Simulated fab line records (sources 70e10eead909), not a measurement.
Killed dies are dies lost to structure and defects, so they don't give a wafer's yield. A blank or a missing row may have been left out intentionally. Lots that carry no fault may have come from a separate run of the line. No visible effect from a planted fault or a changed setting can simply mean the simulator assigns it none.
Chamber matching -- flow nand harc -- NHARC_A_CONTACT_ETCH_110 on rie diel-04: 4 sister chambers
The step etches the open film in CF4/O2, target depth 60 nm, overetch 6 nm, time 33 s. 24 wafers are shown with their chamber, then 12 later ones without.

WAFERS PAIRED WITH THEIR CHAMBERS
wafer,chamber,showerhead plenum p Torr (Torr),drypump motor current A (A),rf vpp V (V)
L074.2,0,1.26,5.57,196.5
L074.4,2,1.37,6.26,197.8
L074.5,2,1.37,6.24,199.2
L077.1,2,1.37,6.28,199.1
L077.4,1,1.30,5.63,196.8
L077.6,3,1.36,5.49,198.0
L079.4,1,1.30,5.59,197.2
L079.5,3,1.36,5.49,199.2
L079.6,2,1.37,6.24,198.9
L078.1,2,1.37,6.25,198.2
L078.3,1,1.30,5.63,197.3
L078.5,3,1.36,5.48,198.3
L076.1,1,1.30,5.61,197.1
L076.2,2,1.37,6.23,198.9
L076.6,1,1.30,5.61,198.9
L080.2,1,1.30,5.62,197.2
L080.4,0,1.25,5.59,195.9
L080.5,3,1.36,5.52,199.6
L081.2,1,1.30,5.62,196.7
L081.4,0,1.25,5.57,195.7
L081.5,1,1.30,5.64,197.4
L082.1,0,1.25,5.56,196.0
L082.3,2,1.37,6.26,198.4
L082.4,3,1.36,5.49,198.2

SIGNATURES, as means of the wafers listed above
reading,chamber 0,chamber 1,chamber 2,chamber 3,scatter within a chamber
showerhead plenum p Torr,1.2525,1.3000,1.3700,1.3600,0.00194
drypump motor current A,5.5725,5.6188,6.2514,5.4940,0.0154
rf vpp V,196.025,197.325,198.643,198.660,0.598
Rule: for each reading, subtract the chamber's mean from the wafer's reading, divide by that reading's scatter and square the result; add these up over the readings and take the root, which gives the wafer's distance from the chamber. If the next closest chamber is less than 2 further off than the closest, the wafer can't be placed; otherwise it belongs to the closest. The scatter is the square root of a quotient: the sum, over the shown wafers, of each reading's squared deviation from its chamber's mean, divided by wafers minus chambers.

WAFERS WITHOUT THEIR CHAMBER
wafer,showerhead plenum p Torr (Torr),drypump motor current A (A),rf vpp V (V)
L083.2,1.30,5.64,198.4
L083.3,1.35,5.52,199.0
L083.4,1.37,6.23,199.3
L088.2,1.25,5.57,195.5
L088.3,1.30,5.62,197.3
L088.4,1.35,5.50,198.2
L089.3,1.30,5.63,196.4
L089.4,1.25,5.61,197.0
L089.6,1.25,5.58,195.3
L097.1,1.29,5.62,197.9
L097.2,1.25,5.56,194.8
L097.5,1.35,5.48,199.9

WHICH CHAMBER EACH WENT THROUGH
wafer,from the rows above,in truth
L083.2,1,1
L083.3,3,3
L083.4,2,2
L088.2,0,0
L088.3,1,1
L088.4,3,3
L089.3,1,1
L089.4,0,0
L089.6,0,0
L097.1,1,1
L097.2,0,0
L097.5,3,3
Correct placement for 12 of the 12. Can't be placed from these rows: 0. Placed wrongly: 0.
